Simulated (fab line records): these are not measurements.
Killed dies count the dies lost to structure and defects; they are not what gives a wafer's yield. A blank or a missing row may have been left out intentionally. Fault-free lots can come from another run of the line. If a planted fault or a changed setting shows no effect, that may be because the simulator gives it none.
Chamber matching + flow n5Finfet + rieDiel-03 running N5_BEOL_M0_STRIP_104: 4 sister chambers
The step strips in N2/H2. 20 wafers are shown with their chamber, then 10 later ones without.

== WAFERS WITH THEIR CHAMBER ==
| wafer  | chamber | showerheadPlenumPTorr (Torr) | drypumpMotorCurrentA (A) | throttleValvePct (%) |
|--------|---------|------------------------------|--------------------------|----------------------|
| L074.1 | 3       | 2.54                         | 6.2                      | 23.34                |
| L074.3 | 2       | 2.61                         | 6.5                      | 23.78                |
| L074.5 | 3       | 2.54                         | 6.3                      | 23.34                |
| L078.2 | 2       | 2.61                         | 6.5                      | 23.74                |
| L078.3 | 0       | 2.53                         | 5.2                      | 23.22                |
| L078.6 | 3       | 2.53                         | 6.3                      | 23.35                |
| L079.1 | 1       | 2.69                         | 4.9                      | 23.52                |
| L079.5 | 3       | 2.53                         | 6.2                      | 23.38                |
| L079.6 | 2       | 2.61                         | 6.5                      | 23.78                |
| L081.4 | 0       | 2.53                         | 5.2                      | 23.22                |
| L081.5 | 3       | 2.53                         | 6.3                      | 23.37                |
| L081.6 | 2       | 2.61                         | 6.5                      | 23.77                |
| L080.1 | 2       | 2.61                         | 6.5                      | 23.77                |
| L080.4 | 3       | 2.53                         | 6.2                      | 23.37                |
| L080.6 | 0       | 2.53                         | 5.2                      | 23.25                |
| L082.2 | 2       | 2.61                         | 6.5                      | 23.79                |
| L082.3 | 0       | 2.53                         | 5.2                      | 23.24                |
| L082.6 | 3       | 2.53                         | 6.2                      | 23.35                |
| L084.1 | 1       | 2.69                         | 4.9                      | 23.50                |
| L084.3 | 3       | 2.53                         | 6.3                      | 23.38                |

SIGNATURES, as means of the wafers listed above
| reading               | chamber 0 | chamber 1 | chamber 2 | chamber 3 | scatter within a chamber |
|-----------------------|-----------|-----------|-----------|-----------|--------------------------|
| showerheadPlenumPTorr | 2.5300    | 2.6900    | 2.6100    | 2.5325    | 0.00306                  |
| drypumpMotorCurrentA  | 5.200     | 4.900     | 6.500     | 6.250     | 0.0354                   |
| throttleValvePct      | 23.2325   | 23.5100   | 23.7717   | 23.3600   | 0.0165                   |
Rule: for each reading, subtract the chamber's mean from the wafer's reading, divide by that reading's scatter and square the result; add these up over the readings and take the root, which gives the wafer's distance from the chamber. If the next closest chamber is less than 2 further off than the closest, the wafer can't be placed; otherwise it belongs to the closest. The scatter is the square root of a quotient: the sum, over the shown wafers, of each reading's squared deviation from its chamber's mean, divided by wafers minus chambers.

== WAFERS WITHOUT THEIR CHAMBER ==
| wafer  | showerheadPlenumPTorr (Torr) | drypumpMotorCurrentA (A) | throttleValvePct (%) |
|--------|------------------------------|--------------------------|----------------------|
| L084.5 | 2.53                         | 5.2                      | 23.25                |
| L089.2 | 2.68                         | 4.9                      | 23.49                |
| L089.3 | 2.60                         | 6.5                      | 23.79                |
| L089.5 | 2.69                         | 4.9                      | 23.55                |
| L091.1 | 2.52                         | 6.3                      | 23.36                |
| L091.2 | 2.60                         | 6.5                      | 23.77                |
| L091.6 | 2.60                         | 6.5                      | 23.76                |
| L096.1 | 2.52                         | 6.3                      | 23.38                |
| L096.2 | 2.52                         | 5.2                      | 23.28                |
| L096.4 | 2.68                         | 4.9                      | 23.55                |

== WHICH CHAMBER EACH ONE RAN IN ==
| wafer  | from the rows above | in truth |
|--------|---------------------|----------|
| L084.5 | 0                   | 0        |
| L089.2 | 1                   | 1        |
| L089.3 | 2                   | 2        |
| L089.5 | 1                   | 1        |
| L091.1 | 3                   | 3        |
| L091.2 | 2                   | 2        |
| L091.6 | 2                   | 2        |
| L096.1 | 3                   | 3        |
| L096.2 | 0                   | 0        |
| L096.4 | 1                   | 1        |
Correctly placed: 10 of 10. Not placeable from these rows: 0. Placed wrongly: 0.
